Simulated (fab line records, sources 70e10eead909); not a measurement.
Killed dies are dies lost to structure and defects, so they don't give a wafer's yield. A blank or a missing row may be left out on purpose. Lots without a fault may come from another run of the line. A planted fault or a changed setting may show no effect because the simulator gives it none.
fab line records | flow nand_harc
record lots=24 wafers=72 last_day=25
route steps=1159 shown A_STAIRCASE@618
lots that met no fault: from a run of the same line without faults
start_h: hours from the record's first day to the start of the lot's first wafer shown | wait_h: hours since the lot's step before | " the same as in the row above | L1.1+2: a row that stands for several wafers | - no value, or no start given | * or withheld: withheld | < > ~ a bound
route shown NAME@n: a module of which the file shows steps, and the number in the route of the first | usual: mean/standard deviation of fault-free wafers | same: alike in all rows | chamber/n: place in a boat | sites: the reading at each site | _std_site: their standard deviation | _edge_site: outer sites' mean less inner sites' | radius_mm: how far each site lies from the wafer's centre | mask NAME#n: copy n | behind: the tool/chamber that last shaped the wafer | hold: why the lot was held/for how many hours/how that ended | device: the transistor (n, p or np) that didn't switch | end of line: the same wafers' tests at the end of the route | a step without rows: its recipe alone | killed: dies lost to structure and defects at the first sort, not the wafer's yield | map: a wafer's dies, x killed, . not, _ none there
set.NAME: the setting as run; set.NAME@STEP: as run at that earlier step | model.NAME: the simulator's own value behind a step, which no gauge read
steps of the route over a sample of lots; a table a step, a row a wafer
services: from which hour (start_h, from the record's first day; less than 0 if before it) a tool's chamber was out of use, for how many hours, and why
## steps
# step NHARC_A_STAIRCASE_TRIM_224
# recipe time_s=211.2 o2_flow_sccm=500 ar_flow_sccm=0 bias_w=0 chemistry=O2
# usual drypump_motor_current_A=5.9/0.42 oes_product_au=1.005/0.015 rf_vpp_V=57.9/0.85 showerhead_plenum_p_Torr=3.53/0.12 throttle_valve_pct=17.035/0.01
# columns lot.wafer tool chamber start_h wait_h drypump_motor_current_A oes_product_au rf_hours_counter_h rf_vpp_V showerhead_plenum_p_Torr throttle_valve_pct
L074.4 rie_diel-08 3 - - 6.5 1.029 41 58.4 3.38 17.046
L074.3 " 0 " " 6.2 1.020 43 58.5 3.54 17.042
L074.6 " 3 " " 6.5 1.025 - 58.8 3.38 17.030
L075.3 rie_diel-08 0 - - 6.2 1.014 43 57.8 3.54 17.040
L075.6 " 2 " " 6.3 0.995 - 58.4 3.59 17.025
L075.5 " 3 " " 6.5 1.022 - 56.2 3.38 17.041
L077.2 rie_diel-03 0 - - 5.7 0.999 8 58.5 3.61 17.050
L077.4 " 2 " " 5.5 1.027 8 58.4 3.62 17.038
L077.3 " 3 " " 5.6 1.004 9 58.3 3.50 17.047
L076.1 rie_diel-08 3 - - 6.5 1.030 46 57.4 3.38 17.049
L076.2 " 1 " " 6.1 1.018 51 58.2 3.43 17.037
L076.5 " 3 " " 6.5 1.029 - 59.2 3.38 17.017
L078.2 rie_diel-08 2 - - 6.3 1.012 51 57.2 3.59 17.032
L078.4 " 0 " " 6.2 1.016 48 58.4 3.54 17.031
L078.5 " 3 " " 6.5 1.029 - 58.2 3.38 17.062
L079.1 rie_diel-01 0 - - 5.9 0.992 42 57.1 3.27 17.026
L079.6 " 2 " " 6.3 0.971 - 57.4 3.73 17.031
L079.5 " 3 " " 5.1 0.996 - 57.2 3.68 17.042
L080.1 rie_diel-08 1 - - 6.1 1.016 57 57.4 3.43 17.024
L080.2 " 3 " " 6.5 1.034 53 58.0 3.37 17.027
L080.3 " 0 " " 6.2 1.023 55 56.7 3.53 17.031
L082.3 rie_diel-03 0 - - 5.7 1.012 24 57.8 3.60 17.012
L082.1 " 2 " " 5.5 1.003 24 57.3 3.61 17.037
L082.6 " 0 " " 5.7 1.014 - 58.1 3.60 17.019
L081.1 rie_diel-01 1 - - 5.2 0.975 50 60.4 3.78 17.025
L081.3 " 3 " " 5.1 0.990 45 57.8 3.68 17.024
L081.6 " 2 " " 6.4 0.959 - 57.7 3.72 17.042
L084.1 rie_diel-08 1 - - 6.0 1.012 64 57.2 3.42 17.039
L084.4 " 2 " " 6.3 1.004 62 57.7 3.58 17.020
L084.5 " 1 " " 6.0 1.014 - 57.4 3.42 17.029
L083.4 rie_diel-01 3 - - 5.0 1.005 48 56.7 3.68 17.034
L083.2 " 2 " " 6.3 0.980 52 59.2 3.72 17.038
L083.6 " 3 " " 5.0 1.003 - 57.7 3.68 17.031
L089.2 rie_diel-03 0 - - 5.7 0.990 37 58.4 3.59 17.045
L089.3 " 1 " " 5.7 0.991 35 57.8 3.43 17.037
L089.6 " 2 " " 5.5 1.011 - 56.9 3.61 17.029
L085.2 rie_diel-08 2 - - 6.2 1.015 6 58.0 3.58 17.040
L085.4 " 3 " " 6.5 1.034 5 58.0 3.37 17.036
L085.1 " 1 " " 6.1 0.993 6 58.0 3.42 17.029
L086.3 rie_diel-03 1 - - 5.7 1.009 36 58.3 3.42 17.039
L086.1 " 2 " " 5.5 1.016 36 58.7 3.61 17.038
L086.5 " 2 " " 5.5 1.014 - 57.6 3.61 17.037
L087.3 rie_diel-08 1 - - 6.1 0.994 9 57.5 3.42 17.033
L087.6 " 2 " " 6.3 1.011 - 57.4 3.58 17.036
L087.5 " 3 " " 6.5 1.026 - 57.0 3.36 17.022
L088.3 rie_diel-03 1 - - 5.7 0.994 39 56.9 3.42 17.051
L088.1 " 3 " " 5.6 0.998 39 57.0 3.48 17.036
L088.5 " 0 " " 5.7 1.010 - 58.3 3.59 17.027
L090.1 rie_diel-03 0 - - 5.7 1.006 43 57.2 3.59 17.028
L090.2 " 1 " " 5.7 0.996 42 58.5 3.42 17.033
L090.6 " 0 " " 5.8 1.006 - 57.5 3.59 17.039
L091.2 rie_diel-03 1 - - 5.6 0.991 42 58.8 3.42 17.039
L091.4 " 3 " " 5.6 0.984 43 55.6 3.48 17.014
L091.3 " 0 " " 5.7 1.010 44 57.2 3.59 17.023
L092.4 rie_diel-03 3 - - 5.6 1.002 46 56.9 3.48 17.014
L092.6 " 3 " " 5.6 1.001 - 56.8 3.48 17.052
L092.5 " 0 " " 5.7 1.007 - 58.0 3.59 17.026
L094.1 rie_diel-08 2 - - 6.3 1.003 18 58.5 3.57 17.025
L094.2 " 3 " " 6.5 1.032 16 56.9 3.36 17.066
L094.3 " 1 " " 6.1 1.000 18 58.2 3.41 17.031
L093.3 rie_diel-08 0 - - 6.2 1.022 20 58.1 3.52 17.032
L093.4 " 1 " " 6.1 0.998 21 56.2 3.41 17.043
L093.5 " 0 " " 6.2 1.012 - 57.7 3.52 17.032
L095.4 rie_diel-03 0 - - 5.7 1.018 53 57.5 3.58 17.044
L095.2 " 2 " " 5.5 1.003 50 57.3 3.60 17.027
L095.6 " 0 " " 5.7 1.007 - 57.9 3.58 17.020
L096.3 rie_diel-01 2 - - 6.3 0.990 11 57.8 3.71 17.029
L096.2 " 0 " " 5.8 0.989 12 58.3 3.80 17.065
L096.4 " 1 " " 5.2 1.004 11 57.8 3.77 17.022
L097.2 rie_diel-01 0 - - 5.9 1.000 19 59.1 3.80 17.045
L097.3 " 1 " " 5.2 0.984 18 58.7 3.76 17.030
L097.6 " 2 " " 6.4 0.988 - 58.4 3.70 17.035
# step NHARC_A_STAIRCASE_TRIM_226
# recipe time_s=211.2 o2_flow_sccm=500 ar_flow_sccm=0 bias_w=0 chemistry=O2
# usual drypump_motor_current_A=5.9/0.42 oes_product_au=1.006/0.015 rf_vpp_V=57.9/0.82 showerhead_plenum_p_Torr=3.54/0.12 throttle_valve_pct=17.036/0.01
# columns lot.wafer tool chamber start_h wait_h drypump_motor_current_A oes_product_au rf_hours_counter_h rf_vpp_V showerhead_plenum_p_Torr throttle_valve_pct
L074.4 rie_diel-08 2 - - 6.3 1.001 43 57.6 3.59 17.029
L074.3 " 0 " " 6.2 1.018 43 58.9 3.54 17.048
L074.6 " 2 " " 6.3 1.003 - 57.7 3.59 17.042
L075.3 rie_diel-08 0 - - 6.2 1.013 43 58.3 3.54 17.023
L075.5 " 2 " " 6.3 1.001 - 56.5 3.59 17.029
L075.6 " 3 " " 6.5 1.026 - 57.2 3.38 17.022
L077.2 rie_diel-03 0 - - 5.7 1.008 9 56.4 3.61 17.045
L077.3 " 1 " " 5.7 1.003 7 57.8 3.44 17.048
L077.4 " 3 " " 5.6 0.999 9 58.2 3.50 17.020
L076.2 rie_diel-08 2 - - 6.3 0.997 49 58.3 3.59 17.047
L076.1 " 1 " " 6.0 1.008 51 57.7 3.43 17.024
L076.5 " 2 " " 6.3 0.997 - 58.0 3.59 17.047
L078.4 rie_diel-08 0 - - 6.2 1.015 49 57.1 3.54 17.019
L078.2 " 2 " " 6.3 0.994 51 57.6 3.59 17.035
L078.5 " 3 " " 6.5 1.033 - 56.7 3.38 17.040
L079.1 rie_diel-01 2 - - 6.3 0.982 42 58.6 3.73 17.016
L079.5 " 3 " " 5.1 0.983 - 58.2 3.68 17.031
L079.6 " 1 " " 5.2 0.986 - 58.1 3.78 17.032
L080.1 rie_diel-08 1 - - 6.0 1.019 59 56.7 3.43 17.027
L080.3 " 3 " " 6.5 1.025 54 56.6 3.37 17.021
L080.2 " 0 " " 6.2 1.030 57 57.7 3.53 17.038
L082.1 rie_diel-03 1 - - 5.6 0.996 25 57.8 3.43 17.048
L082.3 " 3 " " 5.6 0.986 24 57.7 3.49 17.022
L082.6 " 1 " " 5.6 0.997 - 58.6 3.43 17.033
L081.3 rie_diel-01 3 - - 5.1 0.999 46 58.5 3.68 17.050
L081.1 " 2 " " 6.4 0.980 50 59.0 3.72 17.032
L081.6 " 3 " " 5.0 0.999 - 56.2 3.68 17.051
L084.1 rie_diel-08 3 - - 6.5 1.040 60 57.4 3.37 17.043
L084.4 " 1 " " 6.0 1.021 64 57.5 3.42 17.032
L084.5 " 3 " " 6.5 1.035 - 57.4 3.37 17.037
L083.4 rie_diel-01 2 - - 6.3 0.988 52 58.4 3.72 17.035
L083.2 " 1 " " 5.2 0.980 52 60.1 3.78 17.032
L083.6 " 2 " " 6.3 0.995 - 59.2 3.72 17.040
L089.3 rie_diel-03 1 - - 5.7 0.979 35 57.4 3.43 17.012
L089.2 " 0 " " 5.7 0.998 37 58.8 3.59 17.025
L089.6 " 2 " " 5.5 1.007 - 56.1 3.61 17.013
L085.4 rie_diel-08 0 - - 6.2 1.019 5 57.6 3.53 17.032
L085.1 " 1 " " 6.0 1.008 6 57.0 3.42 17.031
L085.2 " 2 " " 6.3 1.031 6 57.7 3.58 17.025
L086.1 rie_diel-03 3 - - 5.6 0.993 38 56.4 3.48 17.047
L086.3 " 0 " " 5.7 0.995 38 58.1 3.59 17.042
L086.5 " 1 " " 5.6 1.003 - 58.8 3.42 17.025
L087.3 rie_diel-08 1 - - 6.1 0.989 9 58.6 3.42 17.038
L087.6 " 0 " " 6.2 1.025 - 60.2 3.52 17.009
L087.5 " 1 " " 6.0 0.993 - 57.0 3.42 17.030
L088.1 rie_diel-03 0 - - 5.7 1.005 41 57.9 3.59 17.037
L088.3 " 1 " " 5.7 0.999 39 56.9 3.42 17.032
L088.5 " 1 " " 5.7 0.997 - 56.6 3.42 17.038
L090.1 rie_diel-03 1 - - 5.7 1.007 42 56.5 3.42 17.026
L090.2 " 2 " " 5.5 1.027 41 57.3 3.60 17.044
L090.6 " 3 " " 5.6 1.007 - 58.6 3.48 17.037
L091.2 rie_diel-03 1 - - 5.7 0.990 43 58.1 3.42 17.035
L091.3 " 2 " " 5.5 1.015 42 58.3 3.60 17.042
L091.4 " 3 " " 5.6 0.996 43 58.3 3.48 17.044
L092.4 rie_diel-03 3 - - 5.6 0.998 46 57.4 3.48 17.026
L092.5 " 3 " " 5.6 0.999 - 57.7 3.48 17.049
L092.6 " 0 " " 5.7 1.005 - 58.1 3.59 17.029
L094.2 rie_diel-08 2 - - 6.3 1.016 19 58.1 3.57 17.058
L094.1 " 3 " " 6.5 1.041 18 58.1 3.36 17.031
L094.3 " 1 " " 6.1 1.005 19 56.8 3.41 17.031
L093.3 rie_diel-08 0 - - 6.2 1.018 21 58.7 3.52 17.028
L093.4 " 1 " " 6.0 0.997 22 57.1 3.41 17.028
L093.5 " 1 " " 6.0 1.002 - 59.3 3.41 17.041
L095.4 rie_diel-03 1 - - 5.7 0.996 50 58.1 3.42 17.035
L095.2 " 2 " " 5.5 1.012 50 57.9 3.60 17.053
L095.6 " 3 " " 5.6 1.007 - 58.5 3.48 17.035
L096.3 rie_diel-01 2 - - 6.3 0.983 11 58.8 3.71 17.028
L096.4 " 0 " " 5.8 0.987 12 57.0 3.80 17.039
L096.2 " 1 " " 5.2 1.005 11 58.7 3.76 17.040
L097.2 rie_diel-01 2 - - 6.3 0.986 18 58.0 3.70 17.034
L097.3 " 1 " " 5.2 0.991 18 58.4 3.76 17.038
L097.6 " 2 " " 6.3 0.982 - 58.4 3.70 17.020
# step NHARC_A_STAIRCASE_ETCH_313
# recipe cf4_flow_sccm=100 chf3_flow_sccm=30 ar_flow_sccm=0 rf_w=500 bias_w=200 chemistry=CF4/CHF3
# usual drypump_motor_current_A=5.8/0.45 oes_product_au=0.940/0.026 rf_vpp_V=371.1/2.4 showerhead_plenum_p_Torr=1.59/0.065 throttle_valve_pct=16.802/0.0091
# columns lot.wafer tool chamber start_h wait_h drypump_motor_current_A oes_product_au rf_hours_counter_h rf_vpp_V showerhead_plenum_p_Torr throttle_valve_pct
L074.3 rie_diel-01 1 263.99 0.1 5.2 0.911 41 373.0 1.69 16.802
L074.4 " 3 " " 5.0 0.904 37 372.6 1.64 16.800
L074.6 " 1 " " 5.2 0.904 - 375.2 1.69 16.790
L075.3 rie_diel-01 1 265.79 0.1 5.2 0.952 42 374.8 1.69 16.811
L075.5 " 2 " " 6.3 0.954 - 374.8 1.66 16.804
L075.6 " 3 " " 5.1 0.961 - 371.9 1.64 16.788
L077.2 rie_diel-01 2 268.11 0.1 6.3 0.901 43 373.3 1.66 16.783
L077.3 " 1 " " 5.2 0.911 43 373.2 1.69 16.789
L077.4 " 1 " " 5.2 0.909 - 374.8 1.69 16.806
L076.1 rie_diel-08 2 273.64 0.1 6.3 0.970 53 371.2 1.60 16.814
L076.2 " 0 " " 6.2 0.981 50 371.1 1.58 16.797
L076.5 " 2 " " 6.3 0.973 - 371.3 1.60 16.802
L078.4 rie_diel-01 0 275.18 0.1 5.9 0.926 44 366.6 1.46 16.805
L078.2 " 1 " " 5.2 0.918 45 374.4 1.69 16.806
L078.5 " 2 " " 6.3 0.907 - 373.6 1.66 16.813
L079.1 rie_diel-03 3 276.94 0.1 5.6 0.919 18 370.3 1.56 16.805
L079.6 " 2 " " 5.5 0.942 - 372.6 1.61 16.791
L079.5 " 3 " " 5.6 0.912 - 371.0 1.56 16.810
L080.1 rie_diel-08 2 300.59 0.1 6.2 0.933 62 370.2 1.60 16.795
L080.3 " 3 " " 6.5 0.950 60 367.7 1.50 16.801
L080.2 " 1 " " 6.0 0.930 64 369.5 1.53 16.816
L081.1 rie_diel-08 0 310.93 0.1 6.2 0.989 0 369.9 1.57 16.787
L081.3 " 1 " " 6.0 0.960 0 369.2 1.53 16.806
L081.6 " 1 " " 6.0 0.958 - 367.8 1.53 16.814
L082.1 rie_diel-08 2 312.67 0.1 6.3 0.996 1 371.9 1.60 16.792
L082.3 " 3 " " 6.5 1.004 1 367.7 1.50 16.811
L082.6 " 1 " " 6.0 0.964 - 370.0 1.53 16.796
L084.1 rie_diel-03 2 314.46 0.1 5.5 0.985 32 372.6 1.61 16.800
L084.4 " 0 " " 5.7 0.978 33 372.4 1.60 16.799
L084.5 " 3 " " 5.6 0.966 - 370.1 1.55 16.793
L083.2 rie_diel-01 0 316.78 0.2 5.8 0.920 58 366.3 1.45 16.820
L083.4 " 2 " " 6.3 0.918 59 373.8 1.66 16.810
L083.6 " 0 " " 5.9 0.919 - 365.7 1.45 16.807
L089.3 rie_diel-08 2 334.47 0.1 6.2 0.942 10 370.9 1.60 16.809
L089.2 " 0 " " 6.2 0.943 10 371.4 1.57 16.809
L089.6 " 1 " " 6.0 0.923 - 369.3 1.52 16.807
L085.4 rie_diel-01 0 334.97 0.1 5.9 0.945 0 374.2 1.70 16.808
L085.1 " 2 " " 6.3 0.968 0 373.0 1.66 16.799
L085.2 " 3 " " 5.0 0.964 0 373.7 1.64 16.800
L086.1 rie_diel-08 2 338.98 0.1 6.2 0.937 12 371.5 1.60 16.790
L086.3 " 3 " " 6.5 0.953 11 367.9 1.50 16.809
L086.5 " 0 " " 6.2 0.925 - 371.2 1.57 16.804
L087.3 rie_diel-03 3 340.56 0.1 5.6 0.914 42 370.7 1.55 16.796
L087.5 " 1 " " 5.6 0.920 - 370.3 1.53 16.823
L087.6 " 2 " " 5.5 0.929 - 372.7 1.61 16.813
L088.1 rie_diel-08 2 344.88 0.1 6.2 0.936 13 372.3 1.59 16.808
L088.3 " 3 " " 6.5 0.937 13 367.2 1.50 16.799
L088.5 " 1 " " 6.0 0.924 - 369.0 1.52 16.809
L090.1 rie_diel-01 1 353.37 0.1 5.2 0.964 6 373.4 1.68 16.795
L090.2 " 3 " " 5.1 0.971 6 371.4 1.64 16.801
L090.6 " 1 " " 5.2 0.959 - 375.0 1.68 16.780
L091.4 rie_diel-01 0 358.84 0.4 5.8 0.903 9 375.4 1.70 16.803
L091.3 " 1 " " 5.2 0.912 8 373.8 1.68 16.800
L091.2 " 3 " " 5.0 0.918 9 372.6 1.64 16.811
L092.4 rie_diel-03 0 373.62 0.1 5.7 0.930 55 370.5 1.60 16.801
L092.5 " 2 " " 5.5 0.934 - 370.6 1.61 16.795
L092.6 " 3 " " 5.6 0.923 - 369.7 1.55 16.796
L094.2 rie_diel-03 3 387.76 0.1 5.5 0.918 61 369.7 1.55 16.818
L094.1 " 1 " " 5.6 0.920 56 367.4 1.52 16.806
L094.3 " 2 " " 5.5 0.925 57 370.8 1.60 16.800
L093.4 rie_diel-08 1 389.37 0.1 6.0 0.928 29 367.2 1.52 16.794
L093.3 " 3 " " 6.5 0.946 28 367.7 1.49 16.793
L093.5 " 1 " " 6.0 0.924 - 368.9 1.52 16.816
L095.2 rie_diel-03 0 391.45 0.1 5.7 0.923 62 370.4 1.60 16.808
L095.4 " 2 " " 5.5 0.929 58 372.7 1.60 16.805
L095.6 " 0 " " 5.7 0.917 - 372.3 1.60 16.829
L096.4 rie_diel-08 3 393.30 0.1 6.5 0.950 30 367.8 1.49 16.795
L096.3 " 0 " " 6.2 0.939 29 370.5 1.57 16.802
L096.2 " 1 " " 6.0 0.933 31 368.4 1.52 16.792
L097.3 rie_diel-08 3 406.87 0.1 6.5 0.984 33 368.1 1.49 16.803
L097.2 " 1 " " 6.0 0.975 36 368.8 1.52 16.800
L097.6 " 3 " " 6.5 0.984 - 367.6 1.49 16.798
# step NHARC_A_STAIRCASE_ETCH_315
# recipe target_depth_a=25000 time_s=607.1 ion_energy_ev=800 c4f8_flow_sccm=80 o2_flow_sccm=60 ar_flow_sccm=withheld rf_w=600 bias_w=3000 chemistry=C4F8/O2/Ar
# usual oes_product_au=0.936/0.016 rf_vpp_V=1829/11
# columns lot.wafer tool chamber start_h wait_h oes_product_au rf_hours_counter_h rf_vpp_V
L074.3 rie_diel-01 1 - - 0.909 42 1846
L074.4 " 1 " " 0.909 - 1845
L074.6 " 2 " " 0.911 - 1841
L075.3 rie_diel-01 2 - - 0.916 42 1842
L075.6 " 1 " " 0.925 - 1845
L075.5 " 2 " " 0.920 - 1843
L077.2 rie_diel-01 2 - - 0.910 43 1842
L077.3 " 3 " " 0.919 38 1838
L077.4 " 1 " " 0.911 - 1846
L076.1 rie_diel-08 0 - - 0.947 52 1826
L076.2 " 2 " " 0.948 54 1832
L076.5 " 0 " " 0.955 - 1826
L078.4 rie_diel-01 2 - - 0.922 45 1842
L078.2 " 0 " " 0.931 44 1806
L078.5 " 1 " " 0.915 - 1845
L079.1 rie_diel-03 2 - - 0.958 18 1834
L079.5 " 2 " " 0.960 - 1833
L079.6 " 3 " " 0.924 - 1824
L080.3 rie_diel-08 3 - - 0.946 60 1815
L080.1 " 1 " " 0.945 64 1820
L080.2 " 2 " " 0.948 63 1829
L081.1 rie_diel-08 0 - - 0.936 0 1826
L081.3 " 2 " " 0.936 0 1830
L081.6 " 1 " " 0.919 - 1820
L082.3 rie_diel-08 0 - - 0.962 1 1827
L082.1 " 1 " " 0.936 1 1819
L082.6 " 0 " " 0.950 - 1827
L084.1 rie_diel-03 1 - - 0.928 33 1820
L084.4 " 3 " " 0.937 33 1825
L084.5 " 1 " " 0.931 - 1819
L083.4 rie_diel-01 3 - - 0.938 54 1836
L083.2 " 1 " " 0.928 60 1845
L083.6 " 0 " " 0.931 - 1805
L089.3 rie_diel-08 2 - - 0.934 10 1831
L089.2 " 1 " " 0.915 11 1819
L089.6 " 3 " " 0.962 - 1814
L085.2 rie_diel-01 0 - - 0.929 1 1848
L085.4 " 1 " " 0.926 1 1845
L085.1 " 3 " " 0.916 1 1836
L086.3 rie_diel-08 3 - - 0.970 11 1815
L086.1 " 0 " " 0.953 12 1826
L086.5 " 3 " " 0.972 - 1815
L087.3 rie_diel-03 1 - - 0.940 42 1819
L087.5 " 1 " " 0.925 - 1818
L087.6 " 2 " " 0.938 - 1833
L088.1 rie_diel-08 1 - - 0.923 14 1818
L088.3 " 2 " " 0.933 14 1832
L088.5 " 1 " " 0.922 - 1817
L090.1 rie_diel-01 1 - - 0.926 6 1843
L090.2 " 2 " " 0.915 6 1841
L090.6 " 2 " " 0.916 - 1839
L091.3 rie_diel-01 1 - - 0.905 9 1844
L091.4 " 2 " " 0.909 9 1840
L091.2 " 3 " " 0.919 9 1837
L092.4 rie_diel-03 2 - - 0.944 52 1831
L092.6 " 1 " " 0.925 - 1819
L092.5 " 2 " " 0.945 - 1831
L094.1 rie_diel-03 0 - - 0.937 60 1831
L094.2 " 2 " " 0.939 57 1832
L094.3 " 3 " " 0.926 61 1824
L093.4 rie_diel-08 0 - - 0.947 27 1825
L093.3 " 2 " " 0.937 30 1831
L093.5 " 0 " " 0.947 - 1826
L095.2 rie_diel-03 2 - - 0.936 58 1833
L095.4 " 1 " " 0.932 58 1817
L095.6 " 3 " " 0.919 - 1824
L096.2 rie_diel-08 0 - - 0.952 30 1825
L096.4 " 1 " " 0.931 31 1818
L096.3 " 2 " " 0.939 32 1830
L097.2 rie_diel-08 0 - - 0.950 34 1826
L097.3 " 2 " " 0.939 35 1829
L097.6 " 0 " " 0.953 - 1825
# step NHARC_A_STAIRCASE_DEP_325
# recipe target_thk_a=38000 temp_c=400 target_thk_nm=3800 teos_flow_sccm=200 rf_w=500 material=SiO2
# usual heater_power_w=629/78
# columns lot.wafer tool chamber start_h wait_h heater_power_w
L075.3 pecvd-01 1 295.45 0.1 642
L075.5 " 1 " " 506
L075.6 " 0 " " 591
L074.3 pecvd-02 2 295.47 0.2 710
L074.4 " 1 " " 587
L074.6 " 0 " " 459
L077.3 pecvd-01 1 301.65 0.1 598
L077.2 " 2 " " 800
L077.4 " 1 " " 497
L076.2 pecvd-02 1 307.15 0.1 724
L076.1 " 2 " " 674
L076.5 " 0 " " 471
L079.1 pecvd-01 1 307.33 0.3 607
L079.5 " 0 " " 608
L079.6 " 1 " " 505
L078.2 pecvd-03 0 307.38 0.3 770
L078.5 " 1 " " 627
L078.4 " 0 " " 633
L080.3 pecvd-03 0 334.76 0.1 771
L080.1 " 1 " " 749
L080.2 " 2 " " 670
L083.2 pecvd-02 1 348.47 0.3 722
L083.6 " 1 " " 566
L083.4 " 2 " " 602
L081.3 pecvd-03 2 348.51 0.3 627
L081.1 " 1 " " 778
L081.6 " 0 " " 632
L082.1 pecvd-03 2 349.08 0.9 599
L082.3 " 0 " " 758
L082.6 " 1 " " 601
L084.1 pecvd-02 2 349.24 1.0 734
L084.4 " 1 " " 576
L084.5 " 2 " " 586
L085.2 pecvd-03 1 370.12 0.2 652
L085.1 " 2 " " 640
L085.4 " 1 " " 627
L087.3 pecvd-02 1 370.27 0.3 686
L087.5 " 2 " " 593
L087.6 " 1 " " 574
L086.1 pecvd-02 1 370.66 0.7 624
L086.3 " 0 " " 583
L086.5 " 0 " " 497
L089.2 pecvd-03 2 370.70 0.7 669
L089.3 " 0 " " 794
L089.6 " 0 " " 619
L088.3 pecvd-03 2 380.16 0.2 668
L088.1 " 1 " " 683
L088.5 " 2 " " 539
L090.2 pecvd-03 2 388.02 0.1 580
L090.1 " 1 " " 754
L090.6 " 1 " " 626
L091.2 pecvd-02 2 394.04 0.2 654
L091.3 " 0 " " 501
L091.4 " 0 " " 507
L092.4 pecvd-03 2 406.58 0.4 542
L092.6 " 0 " " 622
L092.5 " 1 " " 631
L094.1 pecvd-03 2 423.01 0.1 671
L094.2 " 0 " " 656
L094.3 " 1 " " 740
L093.3 pecvd-02 2 423.25 0.3 720
L093.5 " 1 " " 584
L093.4 " 2 " " 600
L096.3 pecvd-02 2 427.18 0.1 738
L096.2 " 0 " " 595
L096.4 " 2 " " 585
L095.2 pecvd-03 2 427.30 0.2 666
L095.4 " 2 " " 537
L095.6 " 0 " " 632
L097.2 pecvd-01 0 442.85 0.2 591
L097.3 " 2 " " 699
L097.6 " 2 " " 707
# step NHARC_A_STAIRCASE_DEP_471
# recipe target_thk_a=1000 temp_c=400 pressure_torr=6.5 rf_w=900 teos_flow_sccm=161.4 flow_sccm=2650 target_thk_nm=100 gas=O2 material=SiO2
# usual chamber_pressure_Torr=6.499/0.015 flow_sccm=2649/7.4 heater_power_w=529/84 throttle_valve_pct=15.8/0.45
# columns lot.wafer tool chamber start_h wait_h chamber_pressure_Torr flow_sccm heater_power_w throttle_valve_pct
L075.3 pecvd-01 1 309.53 - 6.530 2657 470 14.7
L075.5 " 2 " " 6.503 2658 629 15.5
L075.6 " 1 " " 6.491 2650 460 14.7
L074.3 pecvd-01 1 309.81 - 6.467 2648 392 14.9
L074.6 " 1 " " 6.472 2647 410 14.6
L074.4 " 2 " " 6.498 2663 536 15.6
L077.3 pecvd-01 2 314.63 - 6.499 2645 675 15.4
L077.2 " 0 " " 6.516 2647 561 16.2
L077.4 " 0 " " 6.487 2642 592 16.0
L076.1 pecvd-03 0 319.34 - 6.507 2648 566 16.3
L076.2 " 1 " " 6.521 2641 578 15.8
L076.5 " 0 " " 6.511 2647 548 16.0
L079.1 pecvd-01 0 319.51 - 6.503 2662 591 15.9
L079.6 " 2 " " 6.504 2652 649 15.7
L079.5 " 0 " " 6.496 2647 637 16.1
L078.2 pecvd-01 0 319.71 - 6.497 2658 535 16.0
L078.4 " 1 " " 6.492 2649 407 15.1
L078.5 " 2 " " 6.494 2642 615 15.6
L080.2 pecvd-03 2 349.66 - 6.508 2650 409 16.1
L080.1 " 0 " " 6.504 2656 618 16.5
L080.3 " 1 " " 6.508 2649 512 15.7
L081.1 pecvd-03 2 360.85 - 6.500 2643 441 16.2
L081.3 " 2 " " 6.501 2645 460 16.2
L081.6 " 2 " " 6.506 2634 459 16.2
L083.2 pecvd-02 1 360.94 - 6.522 2656 496 15.7
L083.4 " 0 " " 6.478 2663 460 15.6
L083.6 " 1 " " 6.486 2656 491 16.0
L084.1 pecvd-03 2 362.11 - 6.496 2658 416 16.5
L084.4 " 1 " " 6.501 2642 576 15.7
L084.5 " 1 " " 6.487 2639 582 15.8
L082.1 pecvd-02 1 362.43 - 6.520 2657 531 16.0
L082.3 " 2 " " 6.467 2648 574 16.0
L082.6 " 1 " " 6.528 2647 545 16.0
L087.3 pecvd-03 0 383.99 - 6.503 2639 636 16.3
L087.5 " 1 " " 6.530 2657 606 15.8
L087.6 " 2 " " 6.518 2655 461 16.0
L085.2 pecvd-02 1 384.00 - 6.484 2654 525 16.0
L085.1 " 2 " " 6.476 2643 549 15.9
L085.4 " 2 " " 6.495 2647 543 15.7
L086.1 pecvd-02 2 384.17 - 6.522 2645 535 15.7
L086.3 " 1 " " 6.474 2647 520 16.3
L086.5 " 1 " " 6.465 2655 522 16.1
L089.2 pecvd-01 2 385.34 - 6.512 2637 712 16.0
L089.3 " 1 " " 6.504 2638 487 15.0
L089.6 " 2 " " 6.490 2649 527 16.0
L088.3 pecvd-01 1 396.06 - 6.479 2659 444 14.9
L088.1 " 0 " " 6.480 2655 515 16.3
L088.5 " 0 " " 6.480 2661 539 16.2
L090.1 pecvd-03 1 401.86 - 6.519 2658 628 15.7
L090.2 " 0 " " 6.498 2650 579 16.4
L090.6 " 1 " " 6.505 2642 608 15.8
L091.2 pecvd-01 2 406.12 - 6.496 2659 655 15.8
L091.3 " 0 " " 6.502 2635 555 16.2
L091.4 " 0 " " 6.496 2638 570 16.3
L092.6 pecvd-02 0 425.34 - 6.501 2656 451 15.6
L092.4 " 1 " " 6.509 2639 417 16.1
L092.5 " 2 " " 6.504 2651 608 15.8
L094.3 pecvd-02 2 435.07 - 6.502 2650 580 16.0
L094.1 " 0 " " 6.515 2647 429 15.6
L094.2 " 1 " " 6.500 2640 555 16.4
L093.3 pecvd-03 1 435.33 - 6.501 2658 535 15.9
L093.4 " 0 " " 6.496 2642 531 16.3
L093.5 " 2 " " 6.519 2638 528 16.6
L096.3 pecvd-01 0 441.25 - 6.521 2652 528 15.7
L096.2 " 1 " " 6.504 2647 433 15.3
L096.4 " 0 " " 6.505 2659 535 15.7
L095.2 pecvd-01 2 441.45 - 6.496 2646 690 15.2
L095.6 " 2 " " 6.502 2638 688 15.1
L095.4 " 0 " " 6.496 2660 515 15.5
L097.2 pecvd-02 1 457.24 - 6.509 2646 545 16.1
L097.3 " 2 " " 6.505 2641 598 16.2
L097.6 " 2 " " 6.502 2649 585 15.9
## services
# columns tool chamber start_h hours kind
rie_diel-08 0 232.27 - clean
rie_diel-08 1 232.27 - clean
rie_diel-08 2 232.27 - clean
rie_diel-08 3 232.27 - clean
pecvd-01 - 237.24 13.0 pm
rie_diel-08 0 256.77 - clean
rie_diel-08 1 256.77 - clean
rie_diel-08 2 256.77 - clean
rie_diel-08 3 256.77 - clean
rie_diel-01 0 264.34 4.4 repair
rie_diel-08 3 265.31 3.5 repair
pecvd-03 - 292.59 13.0 pm
rie_diel-08 - 301.80 9.0 pm
pecvd-02 0 318.87 2.6 repair
rie_diel-01 - 323.45 9.0 pm
pecvd-03 - 331.36 0.9 repair
pecvd-02 - 334.25 13.0 pm
pecvd-01 - 338.51 46.1 repair
pecvd-03 0 360.79 7.0 repair
rie_diel-03 - 392.35 9.0 pm
pecvd-03 2 395.36 10.0 repair
pecvd-01 - 418.24 13.0 pm
rie_diel-01 1 438.06 36.6 repair
rie_diel-03 0 446.08 1.9 repair
## key
fault none
